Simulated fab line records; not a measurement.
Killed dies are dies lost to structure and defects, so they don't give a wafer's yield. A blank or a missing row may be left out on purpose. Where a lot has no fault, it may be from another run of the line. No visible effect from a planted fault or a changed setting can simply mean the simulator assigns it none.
Struck lot and sound lot, side by side + flow nand-harc + 39 steps out of a route of 1159
Sound: these wafers, L141.1, L141.4, L141.5. Struck: wafers L149.1, L149.2, L149.6. The cause comes at the end.
Each step with rows lists, per side, the tool, then ch with its chambers, then its first start. Under that, the readings that differ: sound wafers + struck wafers + difference of the means + sigmas: that difference in standard deviations of wafers without a fault.
alike: same words and numbers on both sides, and readings whose means sit less than 2 such deviations apart. not compared: any withheld reading, any reading some wafer has no value for, any bound like >300 that may hide the same value, and any number with overlapping values for which the record gives no deviation.
A row with sigmas, a row that says differs or no value, or rows on one side alone: a step with any of these is where the two part. Numbers that don't overlap but have no deviation are shown without sigmas and don't part them. A reading that every wafer of one side lacks parts them only if that side has two wafers or more.

first, 4 steps without rows for these wafers: NHARC_A_ZERO_WELL_STRIP_14 (strips in SPM, time 900 s); NHARC_A_ZERO_WELL_IMPLANT_15; NHARC_A_ZERO_WELL_PRECLEAN_22 (cleans in SC1, time 60 s); NHARC_A_ZERO_WELL_SRD_23.
NHARC_A_ZERO_WELL_RTA_16: time 10 s.
  sound on rtp-anneal-01 ch 0, day 7 07:44; struck on rtp-anneal-02 ch 0, day 9 08:44
| reading            | sound                | struck               | difference | sigmas |
|--------------------|----------------------|----------------------|------------|--------|
| lamp-power-pct (%) | 27.6 27.6 27.6       | 29.3 29.3 29.3       | +1.7       | +2     |
| wafer_temp_C_max   | 1004.7 1005.5 1006.3 | 1003.1 1003.4 1003.5 | -2.2       | -2     |
NHARC_A_ZERO_WELL_INSPECT_17:
  sound on defect-inspect-01 at day 7 07:56; struck on defect-inspect-02 at day 9 08:56
  alike: raw-defect-count
then, 3 steps without rows for these wafers: NHARC_A_SOURCE_PLATE_PRECLEAN_00 (cleans in HF-LAST, time 60 s); NHARC_A_SOURCE_PLATE_SRD_01; NHARC_A_SOURCE_PLATE_OXIDE_02 (material SiO2, target thk 10 nm, ox time 1362 s).
NHARC_A_SOURCE_PLATE_THK_MEAS_09: measures by ellipsometry.
  sound on film-metro-02 at day 7 15:07; struck on film-metro-01 at day 9 15:58
  alike: thk-nm
then, 1 step without rows for these wafers: NHARC_A_SOURCE_PLATE_PVD_04 (deposits WSi2, target thk 50 nm).
NHARC_A_SOURCE_PLATE_CVD_03: deposits poly-Si, target thk 200 nm, time 4000 s.
  sound on lpcvd-poly-01 ch 0, day 7 17:52; struck on lpcvd-poly-03 ch 0, day 9 18:32
then, 1 step without rows for these wafers: NHARC_A_SOURCE_PLATE_ANNEAL_05 (time 1800 s).
NHARC_A_SOURCE_PLATE_THK_MEAS_06: measures by ellipsometry.
  sound on film-metro-01 at day 8 04:06; struck on film-metro-01 at day 10 04:59
  alike: thk-nm
NHARC_A_SOURCE_PLATE_INSPECT_08:
  sound on defect-inspect-02 at day 8 04:11; struck on defect-inspect-01 at day 10 05:03
  alike: raw-defect-count
after that, 1 step with no rows for these wafers: NHARC_A_ONON_D1_DEP_00 (target thk 1000 nm).
NHARC_A_ONON_D1_THK_MEAS_02: measures by ellipsometry.
  sound on film-metro-02 at day 8 04:46; struck on film-metro-02 at day 10 05:37
  alike: thk-nm
after that, 1 step with no rows for these wafers: NHARC_A_ONON_D1_DEP_03 (target thk 1000 nm).
NHARC_A_ONON_D1_THK_MEAS_05: measures by ellipsometry.
  sound on film-metro-02 at day 8 05:20; struck on film-metro-02 at day 10 06:11
  alike: thk-nm
after that, 1 step with no rows for these wafers: NHARC_A_ONON_D1_DEP_06 (target thk 1000 nm).
NHARC_A_ONON_D1_THK_MEAS_08: measures by ellipsometry.
  sound on film-metro-02 at day 8 05:55; struck on film-metro-02 at day 10 06:46
  alike: thk-nm
after that, 1 step with no rows for these wafers: NHARC_A_ONON_D1_DEP_09 (target thk 1000 nm).
NHARC_A_ONON_D1_THK_MEAS_11: measures by ellipsometry.
  sound on film-metro-01 at day 8 06:28; struck on film-metro-01 at day 10 07:20
  alike: thk-nm
after that, 1 step with no rows for these wafers: NHARC_A_ONON_D1_DEP_12 (target thk 1000 nm).
NHARC_A_ONON_D1_THK_MEAS_14: measures by ellipsometry.
  sound on film-metro-02 at day 8 07:02; struck on film-metro-01 at day 10 07:53
| reading     | sound       | struck         | difference | sigmas |
|-------------|-------------|----------------|------------|--------|
| thk-nm (nm) | 997 997 997 | 1017 1017 1017 | +20        | +2     |
then, 2 steps without rows for these wafers: NHARC_A_ONON_D1_ANNEAL_15 (time 3600 s); NHARC_A_ONON_D1_DEP_16 (target thk 1000 nm).
NHARC_A_ONON_D1_THK_MEAS_18: measures by ellipsometry.
  sound on film-metro-01 at day 8 14:07; struck on film-metro-01 at day 10 15:02
  alike: thk-nm
after that, 1 step with no rows for these wafers: NHARC_A_ONON_D1_DEP_19 (target thk 1000 nm).
NHARC_A_ONON_D1_THK_MEAS_21: measures by ellipsometry.
  sound on film-metro-02 at day 8 14:41; struck on film-metro-02 at day 10 15:37
| reading     | sound          | struck         | difference | sigmas |
|-------------|----------------|----------------|------------|--------|
| thk-nm (nm) | 1000 1000 1000 | 1018 1019 1016 | +18        | +2     |
after that, 1 step with no rows for these wafers: NHARC_A_ONON_D1_DEP_22 (target thk 1000 nm).
NHARC_A_ONON_D1_THK_MEAS_24: measures by ellipsometry.
  sound on film-metro-02 at day 8 15:15; struck on film-metro-01 at day 10 16:11
  alike: thk-nm
after that, 1 step with no rows for these wafers: NHARC_A_ONON_D1_DEP_25 (target thk 1000 nm).
NHARC_A_ONON_D1_THK_MEAS_27: measures by ellipsometry.
  sound on film-metro-01 at day 8 15:49; struck on film-metro-01 at day 10 16:47
  alike: thk-nm
after that, 1 step with no rows for these wafers: NHARC_A_ONON_D1_DEP_28 (target thk 1000 nm).
NHARC_A_ONON_D1_THK_MEAS_30: measures by ellipsometry.
  sound on film-metro-01 at day 8 16:23; struck on film-metro-02 at day 10 17:21
  alike: thk-nm
NHARC_A_ONON_D1_DEP_33: deposits SiO2, target thk 200 nm.
  sound on pecvd-04 ch 0,1, day 8 16:32; struck on pecvd-03 ch 1,2, day 10 17:29
  alike: heater-power-w, rf-fwd-power-W, throttle-valve-pct
  not compared: since-wet-clean-h
NHARC_A_ONON_D1_THK_MEAS_34: measures by ellipsometry.
  sound on film-metro-01 at day 8 16:52; struck on film-metro-02 at day 10 17:53
  alike: thk-nm
-- the record jumps here: 12 days lie between the struck wafers' starts before and after (it left off in module A_ONON_D1 and takes up again in module END, whose first step shown is number 1159 of the route) --
NHARC_END_SORT_01:
  here the record holds rows for the struck wafers (prober-02 ch 0, day 22 11:45) but none for the sound ones

== WHERE THEY PART ==
Last at NHARC_END_SORT_01 as far as this record goes, first at NHARC_A_ZERO_WELL_RTA_16.

WHY: the cause the simulator had injected
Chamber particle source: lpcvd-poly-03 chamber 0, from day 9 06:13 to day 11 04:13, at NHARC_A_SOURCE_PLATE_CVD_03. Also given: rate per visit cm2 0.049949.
